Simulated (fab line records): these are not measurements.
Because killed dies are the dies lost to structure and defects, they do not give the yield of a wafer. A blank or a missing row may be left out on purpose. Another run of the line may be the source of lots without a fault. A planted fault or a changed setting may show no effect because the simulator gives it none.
Matching of chambers :: flow nand harc :: NHARC_A_CHANNEL_FILL_D1_ALD_16 on ald hk-01 has 4 sister chambers
The step deposits SiO2, target thk 1.5 nm, pulse time 10 s, ald cycles 15. 8 wafers are shown with their chamber, then 8 later ones without.

== EACH WAFER AND ITS CHAMBER ==
wafer: L074.5
chamber: 2
heater power w (W): 445
precursor pulse height rel: 0.989

wafer: L077.6
chamber: 2
heater power w (W): 448
precursor pulse height rel: 0.982

wafer: L081.3
chamber: 1
heater power w (W): 476
precursor pulse height rel: 0.976

wafer: L081.5
chamber: 3
heater power w (W): 445
precursor pulse height rel: 0.977

wafer: L084.1
chamber: 3
heater power w (W): 451
precursor pulse height rel: 1.014

wafer: L084.2
chamber: 1
heater power w (W): 477
precursor pulse height rel: 0.973

wafer: L084.3
chamber: 0
heater power w (W): 517
precursor pulse height rel: 1.004

wafer: L088.1
chamber: 0
heater power w (W): 527
precursor pulse height rel: 0.991

== WAFERS MISSING THEIR CHAMBER ==
wafer: L088.2
heater power w (W): 460
precursor pulse height rel: 0.978

wafer: L088.4
heater power w (W): 482
precursor pulse height rel: 0.981

wafer: L094.2
heater power w (W): 440
precursor pulse height rel: 1.017

wafer: L094.3
heater power w (W): 513
precursor pulse height rel: 0.970

wafer: L094.4
heater power w (W): 469
precursor pulse height rel: 0.994

wafer: L096.1
heater power w (W): 435
precursor pulse height rel: 1.049

wafer: L096.3
heater power w (W): 457
precursor pulse height rel: 0.974

wafer: L096.4
heater power w (W): 522
precursor pulse height rel: 1.001

== WHICH CHAMBER EACH WENT THROUGH ==
wafer: L088.2
from the rows above: can't be placed: 3 or 2 or 1
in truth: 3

wafer: L088.4
from the rows above: 1
in truth: 1

wafer: L094.2
from the rows above: can't be placed: 3 or 2
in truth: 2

wafer: L094.3
from the rows above: 0
in truth: 0

wafer: L094.4
from the rows above: 1
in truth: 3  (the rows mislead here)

wafer: L096.1
from the rows above: can't be placed: 3 or 2
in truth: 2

wafer: L096.3
from the rows above: can't be placed: 2 or 3 or 1
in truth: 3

wafer: L096.4
from the rows above: 0
in truth: 0
Correctly placed: 3 of 8. Not placeable from these rows: 4 (in 4, the candidates include the true chamber). Number placed wrongly: 1.
How it was worked out, from the rows above alone: a wafer's distance from a chamber is the root of the sum, over the readings, of the square of ((its reading less the chamber's mean) divided by the reading's scatter). If the next closest chamber is less than 2 further off than the closest, the wafer can't be placed; otherwise it belongs to the closest. The mean given for a chamber averages the wafers shown for that chamber. The scatter: take each reading less its chamber's mean, square it, sum over the shown wafers, divide by the number of wafers less the number of chambers, and take the root.
